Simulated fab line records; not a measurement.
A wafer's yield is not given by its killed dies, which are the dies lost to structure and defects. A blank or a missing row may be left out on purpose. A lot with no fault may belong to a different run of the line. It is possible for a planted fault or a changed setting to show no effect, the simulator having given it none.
Comparing a struck lot with a sound one	flow n5 finfet	25 steps out of a route of 1938
Sound: these wafers, L510.2, L510.3, L510.6. Wafers L507.2, L507.5, L507.6 were the ones struck. The cause comes at the end.
For every step that has rows: the tool of each side, followed by ch and its chambers, followed by its first start. Under that, the readings that differ: sound wafers	struck wafers	difference of the means	sigmas: that difference in standard deviations of wafers without a fault.
alike: a reading whose means differ by less than 2 such deviations, as well as words and numbers matching on both sides. not compared: withheld readings; readings where some wafer has no value; bounds like >300 that might hide an equal value; numbers whose values overlap and for which the record gives no deviation.
A row with sigmas, a row that says differs or no value, or rows on one side alone: a step with any of these is where the two part. Numbers that don't overlap but have no deviation are shown without sigmas and don't part them. Lack of a reading on every wafer of one side parts them only where that side has two or more wafers.

first, 9 steps without rows for these wafers: N5_WELL_APT_DEVELOP_24 (develop time 45 s); N5_WELL_APT_HARDBAKE_29 (time 120 s); N5_WELL_APT_DESCUM_30 (chemistry O2, time 7.9 s); N5_WELL_APT_IMPLANT_31; N5_WELL_APT_IMPLANT_32; N5_WELL_APT_STRIP_33 (strips in SPM, time 900 s); N5_WELL_APT_RTA_34 (time 10 s); N5_WELL_APT_OXIDE_STRIP_42 (strips SiO2 in dHF, time 45 s, target depth 12 nm); N5_WELL_APT_PRECLEAN_36 (cleans in O3/DIW, time 45 s).
N5_WELL_APT_PRECLEAN_39: cleans in dHF, time 60 s.
  sound on wet bench-03 ch 1,4,6, day 6 10:42; struck on wet bench-02 ch 0,1,4, day 5 16:23
  alike: temp c
then, 2 steps without rows for these wafers: N5_WELL_APT_SRD_37 (time 30 s); N5_WELL_APT_EPI_41 (deposits Si from SiH4/H2, target thk 50 nm, time 297.7 s).
N5_WELL_APT_INSPECT_38: inspects for defects (darkfield).
  sound on defect inspect-01 at day 6 11:26; struck on defect inspect-02 at day 5 17:05
reading	sound	struck	difference	sigmas
raw defect count	15 14 10	1162 1060 1158	+1114	+99 or more
then, 8 steps without rows for these wafers: N5_PMOS_HMC_CHANNEL_EPI_HM_DEP_34 (deposits SiO2 from TEOS/O2, target thk 36 nm, time 6.9 s); N5_PMOS_HMC_CHANNEL_EPI_COAT_31 (time 60 s, resist thk 66 nm); N5_PMOS_HMC_CHANNEL_EPI_COAT_03 (resist thk 205 nm); N5_PMOS_HMC_CHANNEL_EPI_EBR_05; N5_PMOS_HMC_CHANNEL_EPI_SOFTBAKE_04 (time 60 s); N5_PMOS_HMC_CHANNEL_EPI_EXPOSE_06 (exposes mask PMOS HMC BLK, target cd 240 nm); N5_PMOS_HMC_CHANNEL_EPI_PEB_07 (peb time 60 s); N5_PMOS_HMC_CHANNEL_EPI_DEVELOP_08 (develop time 30 s).
N5_PMOS_HMC_CHANNEL_EPI_INSPECT_11: inspects for defects (macro).
  sound on defect inspect-01 at day 6 11:49; struck on defect inspect-01 at day 5 17:35
reading	sound	struck	difference	sigmas
raw defect count	1 0 4	>300 >300 >300	differs	
then, 1 step without rows for these wafers: N5_PMOS_HMC_CHANNEL_EPI_DESCUM_14 (chemistry O2, time 7.9 s).
-- here the record skips 7 days between the struck wafers' starts before and after, leaving off in module PMOS_HMC_CHANNEL_EPI and picking up in module BEOL_M4 (first step shown: number 1111 of the route) --
N5_BEOL_M4_RC_MEAS_101:
  sound on prober-02 ch 0, day 14 05:29; struck on prober-02 ch 0, day 12 12:37
reading	sound	struck	difference	sigmas
DIBL_N (mV/V)	39.6 38.6 37.0	35.3 34.2 32.5	-4.4	-3
DIBL_P (mV/V)	37.8 37.9 36.2	34.4 34.1 30.8	-4.2	-2
IOFF_N (nA/um)	0.25 0.20 0.18	0.14 0.13 0.11	-0.08	-3
SS_N (mV/dec)	73.6 72.5 72.5	71.7 70.5 70.6	-1.9	-3
VT_N (mV)	245 249 246	253 256 254	+8	+2
  alike: IOFF_P, ION_N, ION_P, SS_P, VT_P
-- here the record skips 4 days between the struck wafers' starts before and after, leaving off in module BEOL_M4 and picking up in module PASSIVATION (first step shown: number 1936 of the route) --
N5_PASSIVATION_PROBE_49:
  only the struck wafers here have rows in the record (prober-01, day 16 16:37); the sound ones have none

## WHERE THEY PART
At N5_WELL_APT_INSPECT_38 first; at N5_PASSIVATION_PROBE_49 last (within this record only).

WHY: whatever the simulator had introduced
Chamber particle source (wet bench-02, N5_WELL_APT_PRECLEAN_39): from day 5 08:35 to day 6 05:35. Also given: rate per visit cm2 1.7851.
